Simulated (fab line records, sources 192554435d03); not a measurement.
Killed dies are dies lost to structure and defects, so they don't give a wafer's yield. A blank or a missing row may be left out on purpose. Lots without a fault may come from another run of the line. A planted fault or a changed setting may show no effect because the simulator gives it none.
Which tool did it? | flow n5_finfet | 24 lots, 72 wafers sampled, at 6 steps of a route of 1938

WHAT THE GAUGES READ, wafer by wafer
N5_BEOL_M5_CD_MEAS_28: target cd 30.6 nm, target cd y 20 nm. Usual: cd_nm 30.49 nm, standard deviation 0.29.
lot  | measured     | on        | cd_nm (nm)        | flag
L074 | day 9 09:31  | cd_sem-01 | 30.61 30.25 30.24 |
L075 | day 10 10:08 | cd_sem-01 | 30.81 30.64 30.76 |
L078 | day 10 10:14 | cd_sem-01 | 30.29 30.62 30.70 |
L076 | day 10 15:49 | cd_sem-01 | 30.64 30.63 30.54 |
L077 | day 10 19:14 | cd_sem-01 | 30.05 30.69 30.28 |
L079 | day 11 05:03 | cd_sem-03 | 30.98 30.39 30.59 |
L082 | day 11 15:39 | cd_sem-01 | 30.99 30.06 29.92 |
L083 | day 11 16:26 | cd_sem-03 | 30.65 30.56 30.74 |
L081 | day 11 22:08 | cd_sem-02 | 30.74 30.12 30.22 |
L080 | day 12 03:17 | cd_sem-03 | 30.32 30.76 30.58 |
L084 | day 12 11:40 | cd_sem-02 | 30.60 30.40 30.03 |
L085 | day 12 18:07 | cd_sem-02 | 30.16 30.04 30.79 |
L088 | day 13 00:22 | cd_sem-02 | 31.02 30.68 30.92 |
L087 | day 13 07:02 | cd_sem-02 | 30.49 30.75 30.43 |
L086 | day 13 17:41 | cd_sem-02 | 30.83 30.87 31.15 |
L089 | day 13 17:38 | cd_sem-03 | 29.92 30.47 30.13 |
L091 | day 13 17:44 | cd_sem-03 | 30.35 30.82 30.44 |
L093 | day 14 11:59 | cd_sem-02 | 30.71 30.08 30.32 |
L090 | day 14 14:50 | cd_sem-03 | 30.86 30.72 30.27 |
L092 | day 14 18:30 | cd_sem-03 | 30.95 30.19 30.30 |
L094 | day 15 01:10 | cd_sem-02 | 31.08 31.04 30.59 |
L096 | day 15 08:14 | cd_sem-02 | 30.37 30.44 30.70 |
L095 | day 15 14:47 | cd_sem-03 | 30.56 30.28 30.56 |
L097 | day 15 18:08 | cd_sem-03 | 30.84 30.40 30.93 |

N5_BEOL_M6_CD_MEAS_11: target cd 38.5 nm. Usual: cd_nm 38.9 nm, standard deviation 0.77.
lot  | measured     | on        | cd_nm (nm)     | flag
L074 | day 9 18:49  | cd_sem-02 | 39.1 38.4 37.4 |
L075 | day 10 20:24 | cd_sem-03 | 39.6 39.5 39.6 |
L078 | day 10 20:37 | cd_sem-02 | 39.5 40.7 38.6 |
L076 | day 11 02:02 | cd_sem-03 | 40.2 38.8 39.3 |
L077 | day 11 05:43 | cd_sem-02 | 36.9 37.3 37.5 |
L079 | day 11 14:59 | cd_sem-03 | 38.6 39.0 40.1 |
L082 | day 12 02:52 | cd_sem-03 | 37.9 36.7 39.0 |
L083 | day 12 04:23 | cd_sem-03 | 39.5 39.1 39.1 |
L081 | day 12 10:06 | cd_sem-01 | 38.9 39.0 39.8 |
L080 | day 12 12:57 | cd_sem-02 | 37.8 38.8 39.2 |
L084 | day 12 20:29 | cd_sem-03 | 39.9 38.6 39.3 |
L085 | day 13 04:07 | cd_sem-03 | 39.0 37.5 38.5 |
L088 | day 13 11:58 | cd_sem-03 | 38.8 39.5 40.0 |
L087 | day 13 18:45 | cd_sem-03 | 38.6 37.7 37.9 |
L086 | day 14 05:13 | cd_sem-03 | 38.6 39.4 38.8 |
L089 | day 14 03:02 | cd_sem-03 | 37.9 38.2 38.1 |
L091 | day 14 05:31 | cd_sem-03 | 38.8 38.3 38.5 |
L093 | day 14 21:31 | cd_sem-03 | 38.9 38.0 39.1 |
L090 | day 15 02:13 | cd_sem-03 | 39.6 38.4 39.0 |
L092 | day 15 03:24 | cd_sem-03 | 39.2 38.5 39.4 |
L094 | day 15 12:43 | cd_sem-02 | 39.0 39.2 39.9 |
L096 | day 15 19:27 | cd_sem-03 | 39.0 38.4 39.1 |
L095 | day 16 03:16 | cd_sem-03 | 39.3 37.8 39.3 |
L097 | day 16 05:23 | cd_sem-03 | 37.2 38.1 36.9 |

WHICH TOOL RAN EACH LOT (tool, then ch and the chambers of the sampled wafers, then the start)
lot  | N5_BEOL_M4_PRE_CLEAN_45      | N5_BEOL_M5_ANNEAL_49         | N5_BEOL_M5_ANNEAL_89         | N5_BEOL_M6_PECVD_70
L074 | pvd_sputter-02, day 8 20:57  | pvd_sputter-01, day 9 12:08  | pvd_sputter-01, day 9 15:24  | pecvd-04 ch 0,1,2, day 9 18:08
L075 | pvd_sputter-03, day 9 21:51  | pvd_sputter-03, day 10 12:14 | pvd_sputter-03, day 10 15:29 | pecvd-01 ch 0,2, day 10 18:17
L078 | pvd_sputter-01, day 10 02:36 | pvd_sputter-01, day 10 12:43 | pvd_sputter-01, day 10 15:58 | pecvd-01 ch 1,2, day 10 18:55
L076 | pvd_sputter-01, day 10 02:50 | pvd_sputter-02, day 10 17:58 | pvd_sputter-02, day 10 21:13 | pecvd-04 ch 0,1, day 11 00:03
L077 | pvd_sputter-02, day 10 07:54 | pvd_sputter-03, day 10 21:09 | pvd_sputter-03, day 11 00:25 | pecvd-01 ch 1,2, day 11 03:11
L079 | pvd_sputter-03, day 10 16:58 | pvd_sputter-02, day 11 07:29 | pvd_sputter-02, day 11 10:45 | pecvd-01 ch 0,2, day 11 13:44
L082 | pvd_sputter-02, day 11 06:48 | pvd_sputter-03, day 11 18:04 | pvd_sputter-03, day 11 21:20 | pecvd-01 ch 0,1, day 12 00:24
L083 | pvd_sputter-02, day 11 07:14 | pvd_sputter-01, day 11 20:49 | pvd_sputter-01, day 12 00:04 | pecvd-01 ch 0,2, day 12 02:49
L081 | pvd_sputter-03, day 11 11:41 | pvd_sputter-03, day 12 01:41 | pvd_sputter-03, day 12 04:56 | pecvd-03 ch 0,1,2, day 12 07:41
L080 | pvd_sputter-02, day 11 17:41 | pvd_sputter-01, day 12 05:32 | pvd_sputter-01, day 12 08:48 | pecvd-01 ch 1,2, day 12 11:32
L084 | pvd_sputter-02, day 12 02:42 | pvd_sputter-02, day 12 13:34 | pvd_sputter-02, day 12 16:49 | pecvd-03 ch 1,2, day 12 19:46
L085 | pvd_sputter-02, day 12 08:07 | pvd_sputter-02, day 12 20:10 | pvd_sputter-02, day 12 23:26 | pecvd-03 ch 1,2, day 13 02:18
L088 | pvd_sputter-03, day 12 09:49 | pvd_sputter-02, day 13 03:59 | pvd_sputter-02, day 13 07:15 | pecvd-04 ch 1,2, day 13 10:13
L087 | pvd_sputter-01, day 12 20:20 | pvd_sputter-01, day 13 10:53 | pvd_sputter-01, day 13 14:09 | pecvd-04 ch 0,1, day 13 17:06
L086 | pvd_sputter-01, day 13 08:13 | pvd_sputter-03, day 13 20:18 | pvd_sputter-03, day 13 23:34 | pecvd-03 ch 2, day 14 02:59
L089 | pvd_sputter-03, day 13 08:16 | pvd_sputter-02, day 13 19:49 | pvd_sputter-02, day 13 23:05 | pecvd-04 ch 1,2, day 14 01:50
L091 | pvd_sputter-03, day 13 08:20 | pvd_sputter-01, day 13 21:31 | pvd_sputter-01, day 14 00:47 | pecvd-03 ch 1,2, day 14 03:40
L093 | pvd_sputter-02, day 14 01:44 | pvd_sputter-01, day 14 14:25 | pvd_sputter-01, day 14 17:41 | pecvd-03 ch 1,2, day 14 20:26
L090 | pvd_sputter-03, day 14 02:41 | pvd_sputter-03, day 14 18:01 | pvd_sputter-03, day 14 21:16 | pecvd-03 ch 0, day 15 00:01
L092 | pvd_sputter-01, day 14 06:40 | pvd_sputter-01, day 14 20:50 | pvd_sputter-01, day 15 00:05 | pecvd-04 ch 0,1,2, day 15 02:58
L094 | pvd_sputter-02, day 14 14:04 | pvd_sputter-02, day 15 03:47 | pvd_sputter-02, day 15 07:27 | pecvd-04 ch 0,1,2, day 15 10:27
L096 | pvd_sputter-02, day 14 23:17 | pvd_sputter-03, day 15 10:36 | pvd_sputter-03, day 15 13:52 | pecvd-01 ch 0,2, day 15 16:47
L095 | pvd_sputter-03, day 15 06:16 | pvd_sputter-01, day 15 18:37 | pvd_sputter-01, day 15 21:53 | pecvd-03 ch 0,1,2, day 16 00:40
L097 | pvd_sputter-01, day 15 09:32 | pvd_sputter-02, day 15 21:59 | pvd_sputter-02, day 16 01:14 | pecvd-01 ch 1,2, day 16 03:59
- N5_BEOL_M4_PRE_CLEAN_45: time 30 s.
- N5_BEOL_M5_ANNEAL_49: time 1800 s.
- N5_BEOL_M5_ANNEAL_89: time 1800 s.
- N5_BEOL_M6_PECVD_70: deposits SiO2 from TEOS/O2, target thk 20 nm, time 22.7 s.

WHAT THE TOOLS THEMSELVES READ (means of the sampled wafers that have a number; where no wafer has one, the mark that the record gives instead)
N5_BEOL_M4_PRE_CLEAN_45. Usual: heater_power_w 326 W, standard deviation 23; susceptor_temp_C 250.00 C, standard deviation 0.18.
lot  | tool           | heater_power_w (W) | susceptor_temp_C (C) | flag
L074 | pvd_sputter-02 | 311                | 250.01               |
L075 | pvd_sputter-03 | 324                | 249.94               |
L078 | pvd_sputter-01 | 329                | 250.01               |
L076 | pvd_sputter-01 | 318                | 250.11               |
L077 | pvd_sputter-02 | 308                | 249.95               |
L079 | pvd_sputter-03 | 325                | 249.95               |
L082 | pvd_sputter-02 | 322                | 250.03               |
L083 | pvd_sputter-02 | 333                | 250.04               |
L081 | pvd_sputter-03 | 318                | 249.98               |
L080 | pvd_sputter-02 | 313                | 250.07               |
L084 | pvd_sputter-02 | 308                | 250.17               |
L085 | pvd_sputter-02 | 310                | 249.97               |
L088 | pvd_sputter-03 | 338                | 250.17               |
L087 | pvd_sputter-01 | 330                | 250.07               |
L086 | pvd_sputter-01 | 318                | 249.80               |
L089 | pvd_sputter-03 | 321                | 249.89               |
L091 | pvd_sputter-03 | 329                | 250.17               |
L093 | pvd_sputter-02 | 303                | 249.89               |
L090 | pvd_sputter-03 | 327                | 249.91               |
L092 | pvd_sputter-01 | 352                | 249.91               |
L094 | pvd_sputter-02 | 319                | 249.91               |
L096 | pvd_sputter-02 | 310                | 250.03               |
L095 | pvd_sputter-03 | 320                | 249.96               |
L097 | pvd_sputter-01 | 338                | 249.96               |

N5_BEOL_M5_ANNEAL_49. Usual: heater_power_w 819 W, standard deviation 58; susceptor_temp_C 400.00 C, standard deviation 0.21; susceptor_temp_C_max 400.9, standard deviation 0.31.
lot  | tool           | heater_power_w (W) | susceptor_temp_C (C) | susceptor_temp_C_max | flag
L074 | pvd_sputter-01 | 889                | 399.90               | 400.7                |
L075 | pvd_sputter-03 | 859                | 399.90               | 400.6                |
L078 | pvd_sputter-01 | 816                | 400.05               | 400.9                |
L076 | pvd_sputter-02 | 821                | 400.34               | 401.6                |
L077 | pvd_sputter-03 | 862                | 400.03               | 401.0                |
L079 | pvd_sputter-02 | 791                | 399.93               | 400.8                |
L082 | pvd_sputter-03 | 801                | 400.02               | 400.8                |
L083 | pvd_sputter-01 | 817                | 399.98               | 400.8                |
L081 | pvd_sputter-03 | 815                | 399.98               | 400.8                |
L080 | pvd_sputter-01 | 852                | 400.10               | 401.1                |
L084 | pvd_sputter-02 | 740                | 399.95               | 400.9                |
L085 | pvd_sputter-02 | 814                | 399.85               | 400.8                |
L088 | pvd_sputter-02 | 802                | 400.18               | 401.3                |
L087 | pvd_sputter-01 | 854                | 400.16               | 401.0                |
L086 | pvd_sputter-03 | 824                | 400.07               | 400.9                |
L089 | pvd_sputter-02 | 776                | 400.04               | 400.9                |
L091 | pvd_sputter-01 | 856                | 399.98               | 400.7                |
L093 | pvd_sputter-01 | 836                | 400.06               | 401.1                |
L090 | pvd_sputter-03 | 884                | 399.97               | 400.8                |
L092 | pvd_sputter-01 | 871                | 400.14               | 401.0                |
L094 | pvd_sputter-02 | 793                | 400.10               | 401.1                |
L096 | pvd_sputter-03 | 843                | 399.80               | 400.7                |
L095 | pvd_sputter-01 | 842                | 399.92               | 400.7                |
L097 | pvd_sputter-02 | 840                | 399.85               | 400.7                |

N5_BEOL_M5_ANNEAL_89. Usual: heater_power_w 818 W, standard deviation 57; susceptor_temp_C 399.96 C, standard deviation 0.22; susceptor_temp_C_max 400.8, standard deviation 0.3.
lot  | tool           | heater_power_w (W) | susceptor_temp_C (C) | susceptor_temp_C_max | flag
L074 | pvd_sputter-01 | 863                | 399.82               | 400.6                |
L075 | pvd_sputter-03 | 857                | 400.12               | 400.9                |
L078 | pvd_sputter-01 | 808                | 399.98               | 401.0                |
L076 | pvd_sputter-02 | 812                | 400.00               | 401.0                |
L077 | pvd_sputter-03 | 830                | 399.91               | 400.7                |
L079 | pvd_sputter-02 | 790                | 400.01               | 401.1                |
L082 | pvd_sputter-03 | 805                | 399.93               | 400.8                |
L083 | pvd_sputter-01 | 815                | 399.97               | 400.8                |
L081 | pvd_sputter-03 | 809                | 399.92               | 400.9                |
L080 | pvd_sputter-01 | 863                | 400.11               | 401.1                |
L084 | pvd_sputter-02 | 747                | 399.89               | 400.9                |
L085 | pvd_sputter-02 | 803                | 399.91               | 400.9                |
L088 | pvd_sputter-02 | 823                | 400.05               | 401.3                |
L087 | pvd_sputter-01 | 836                | 400.16               | 401.2                |
L086 | pvd_sputter-03 | 831                | 399.73               | 400.6                |
L089 | pvd_sputter-02 | 789                | 400.14               | 400.9                |
L091 | pvd_sputter-01 | 861                | 399.74               | 400.5                |
L093 | pvd_sputter-01 | 834                | 400.05               | 400.9                |
L090 | pvd_sputter-03 | 888                | 399.86               | 400.9                |
L092 | pvd_sputter-01 | 868                | 399.87               | 400.7                |
L094 | pvd_sputter-02 | 803                | 399.91               | 400.9                |
L096 | pvd_sputter-03 | 859                | 399.88               | 400.8                |
L095 | pvd_sputter-01 | 850                | 400.02               | 400.9                |
L097 | pvd_sputter-02 | 843                | 399.89               | 400.8                |

N5_BEOL_M6_PECVD_70. Usual: heater_power_w 760 W, standard deviation 150; rf_fwd_power_W 445.0 W, standard deviation 2.1; showerhead_plenum_p_Torr 8.79 Torr, standard deviation 0.07; susceptor_temp_C 400.00 C, standard deviation 0.2; throttle_valve_pct 23.1 %, standard deviation 1.9.
lot  | tool     | heater_power_w (W) | rf_fwd_power_W (W) | showerhead_plenum_p_Torr (Torr) | susceptor_temp_C (C) | throttle_valve_pct (%) | flag
L074 | pecvd-04 | 728                | 446.0              | 8.80                            | 399.96               | 24.1                   |
L075 | pecvd-01 | 786                | 447.4              | 8.76                            | 400.14               | 22.1                   |
L078 | pecvd-01 | 656                | 446.9              | 8.78                            | 399.97               | 22.1                   |
L076 | pecvd-04 | 710                | 444.9              | 8.83                            | 399.97               | 26.0                   |
L077 | pecvd-01 | 617                | 444.7              | 8.78                            | 400.25               | 22.2                   |
L079 | pecvd-01 | 721                | 447.0              | 8.78                            | 399.76               | 22.8                   |
L082 | pecvd-01 | 622                | 446.6              | 8.76                            | 399.99               | 23.2                   |
L083 | pecvd-01 | 688                | 447.0              | 8.76                            | 399.90               | 22.9                   |
L081 | pecvd-03 | 929                | 444.4              | 8.80                            | 399.94               | 23.2                   |
L080 | pecvd-01 | 588                | 445.9              | 8.78                            | 399.95               | 22.1                   |
L084 | pecvd-03 | 798                | 443.4              | 8.81                            | 400.02               | 21.8                   |
L085 | pecvd-03 | 967                | 442.5              | 8.75                            | 399.95               | 22.0                   |
L088 | pecvd-04 | 702                | 445.1              | 8.70                            | 399.90               | 24.0                   |
L087 | pecvd-04 | 684                | 445.7              | 8.83                            | 400.16               | 26.0                   |
L086 | pecvd-03 | 1069               | 441.6              | 8.71                            | 400.09               | 22.2                   |
L089 | pecvd-04 | 747                | 447.0              | 8.69                            | 399.93               | 23.8                   |
L091 | pecvd-03 | 948                | 441.8              | 8.75                            | 400.10               | 22.1                   |
L093 | pecvd-03 | 921                | 444.1              | 8.76                            | 400.12               | 21.9                   |
L090 | pecvd-03 | 867                | 445.5              | 8.87                            | 400.04               | 26.2                   |
L092 | pecvd-04 | 763                | 445.3              | 8.79                            | 399.88               | 24.2                   |
L094 | pecvd-04 | 741                | 445.8              | 8.80                            | 399.85               | 24.0                   |
L096 | pecvd-01 | 707                | 446.2              | 8.78                            | 400.08               | 22.9                   |
L095 | pecvd-03 | 864                | 444.0              | 8.82                            | 400.02               | 23.3                   |
L097 | pecvd-01 | 719                | 445.1              | 8.78                            | 400.18               | 22.0                   |

THE ANSWER, worked out from the rows above alone
Rule: a lot is off if the mean of its wafers that have a number lies more than 3 standard deviations from the usual mean. A lot without any number at a reading at which 4 lots or more have one is off too. The other lots that the step has rows for count as sound. The gauges are gone through in route order, then the tools' own readings, and for those a lot's mean is taken as printed above. The first step at which some lot is off is used, and at that step the reading that is off furthest; a lot without a number counts as furthest.
No lot is off at any reading shown: from this, nothing can be told.

WHAT THE SIMULATOR HAD PUT IN
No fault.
